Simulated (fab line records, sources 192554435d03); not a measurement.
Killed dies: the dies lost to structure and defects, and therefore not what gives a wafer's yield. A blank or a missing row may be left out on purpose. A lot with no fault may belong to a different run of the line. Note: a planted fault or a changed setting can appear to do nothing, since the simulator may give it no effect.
Split-lot trial + flow n5-finfet + on a route of 1938 steps: 7 lots, 21 wafers read

SPLIT DETAILS
At N5_SD_EPI_P_EPI_21 (deposits SiGe:B, time 355 s), the setting epi-growth-time-s was moved away from the recipe's 355 s on 6 of the 21 wafers read, by -10.5% to +7.3%. The other wafers ran this setting at the recipe's value.

FROM THE SPLIT TO THE READING: what the file shows between them, 6 steps
- N5_SD_EPI_P_EPI_MEAS_23
- N5_SD_EPI_P_HM_STRIP_48: strips SiNx in H3PO4, material SiNx, target depth 3 nm
- N5_SD_EPI_P_SRD_49: time 30 s
- N5_SD_EPI_P_PRECLEAN_24: cleans in O3/DIW, time 45 s
- N5_SD_ACTIVATION_RTA_00: time 0 s
- N5_SD_ACTIVATION_LSA_01: time 0.0008 s

THE READING
RS_SD_P, in ohm/sq, at N5_SD_ACTIVATION_RS_MEAS_03 (measures by four-point-probe). Fault-free wafers of this fab line usually give 56.0 ohm/sq, standard deviation 0.91 ohm/sq.

| wafer  | tool, chamber at the split | epi-growth-time-s as run, s | against the recipe | RS_SD_P, ohm/sq | against lot-mates on the recipe |
|--------|----------------------------|-----------------------------|--------------------|-----------------|---------------------------------|
| L074.1 | epi-rpcvd-04, 0            | 355                         | recipe             | 55.8            | -                               |
| L074.3 | epi-rpcvd-04, 0            | 355                         | recipe             | 56.7            | -                               |
| L074.6 | epi-rpcvd-04, 0            | 317.8                       | -10.5%             | 60.5            | +4.2                            |
| L078.3 | epi-rpcvd-03, 0            | 371.5                       | +4.6%              | 54.2            | -2.2                            |
| L078.4 | epi-rpcvd-03, 0            | 355                         | recipe             | 56.4            | -                               |
| L078.6 | epi-rpcvd-03, 0            | 355                         | recipe             | 56.4            | -                               |
| L081.1 | epi-rpcvd-04, 0            | 355                         | recipe             | 57.5            | -                               |
| L081.4 | epi-rpcvd-04, 0            | 355                         | recipe             | 56.0            | -                               |
| L081.6 | epi-rpcvd-04, 0            | 366.8                       | +3.3%              | 55.0            | -1.8                            |
| L084.2 | epi-rpcvd-01, 0            | 355                         | recipe             | 55.3            | -                               |
| L084.3 | epi-rpcvd-01, 0            | 355                         | recipe             | 55.0            | -                               |
| L084.5 | epi-rpcvd-01, 0            | 328.1                       | -7.6%              | 58.8            | +3.6                            |
| L087.4 | epi-rpcvd-03, 0            | 355                         | recipe             | 55.3            | -                               |
| L087.5 | epi-rpcvd-03, 0            | 355                         | recipe             | 55.8            | -                               |
| L087.6 | epi-rpcvd-03, 0            | 355                         | recipe             | 55.9            | -                               |
| L092.3 | epi-rpcvd-01, 0            | 376.6                       | +6.1%              | 52.5            | -2.0                            |
| L092.5 | epi-rpcvd-01, 0            | 355                         | recipe             | 54.9            | -                               |
| L092.6 | epi-rpcvd-01, 0            | 355                         | recipe             | 54.2            | -                               |
| L093.1 | epi-rpcvd-01, 0            | 355                         | recipe             | 55.2            | -                               |
| L093.2 | epi-rpcvd-01, 0            | 355                         | recipe             | 54.8            | -                               |
| L093.6 | epi-rpcvd-01, 0            | 380.9                       | +7.3%              | 52.3            | -2.7                            |

THE FIT
A straight line over all 21 wafers: RS_SD_P changes by -0.439 ohm/sq for each +1% of epi-growth-time-s; r = -0.91; the points scatter about the line by 0.77 ohm/sq.
The same after taking each lot's own level away (the mean of its wafers on the recipe; 21 wafers): -0.415 ohm/sq for each +1%; r = -0.97; scatter 0.39 ohm/sq.
The reading moves by 4.4 ohm/sq for the largest change in epi-growth-time-s, on that fit.
Measured against the standard deviation above, the lots' own levels, which go from 54.55 to 56.75 ohm/sq, span 2.4 times it.
So the lot-to-lot level changes the slope little: the two slopes agree.
Check: +4.48 ohm/sq against its lot-mates is what the line predicts for one of the wafers moved furthest among these (-10.5%) when that wafer is left out of the fit. Against them it came out at +4.25 ohm/sq.

FURTHER SPLITS ON THESE WAFERS
These wafers also went through other splits before the reading. Each is held against what the fit with the lots' levels taken away leaves over:
| other split on the same wafers            | wafers away from the commonest value | r with RS_SD_P (lot level and that fit taken away) |
|-------------------------------------------|--------------------------------------|----------------------------------------------------|
| N5_WELL_APT_COAT_02 spin-rpm              | 7                                    | +0.20                                              |
| N5_PMOS_HMC_CHANNEL_EPI_PEB_07 peb-temp-c | 7                                    | -0.18                                              |
| N5_PMOS_HMC_CHANNEL_EPI_DESCUM_14 time-s  | 5                                    | +0.18                                              |
| N5_FIN_CUT_CUT_ETCH_26 time-s             | 7                                    | -0.08                                              |
| N5_SD_EPI_N_PEB_07 peb-time-s             | 7                                    | -0.29                                              |
| N5_SD_EPI_N_ETCH_35 source-w              | 3                                    | +0.07                                              |

THE WHOLE CHAIN: every reading that the file lists as answering this split, in the file's order
| step                        | what it does                                           | reading                                                                           | change (the file's fit)               | r (the file's) |
|-----------------------------|--------------------------------------------------------|-----------------------------------------------------------------------------------|---------------------------------------|----------------|
| N5_SD_EPI_P_EPI_21          | deposits SiGe:B, time 355 s                            | SiGe-B_of_SD_EPI_P_EPI_21.thk-nm (the simulator's own value, which no gauge read) | +0.412 nm for each +1% of the setting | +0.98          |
| N5_SD_EPI_P_EPI_MEAS_23     |                                                        | thk-nm                                                                            | withheld for each +1% of the setting  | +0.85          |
| N5_SD_EPI_P_HM_STRIP_48     | strips SiNx in H3PO4, material SiNx, target depth 3 nm | SiGe-B_of_SD_EPI_P_EPI_21.thk-nm (the simulator's own value, which no gauge read) | +0.42 nm for each +1% of the setting  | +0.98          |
| N5_SD_ACTIVATION_RS_MEAS_03 | measures by four-point-probe                           | RS_SD_P                                                                           | -0.417 for each +1% of the setting    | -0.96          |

THE FILE'S OWN FIT
RS_SD_P changes by -0.417 ohm/sq for each +1% of epi-growth-time-s, r = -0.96.
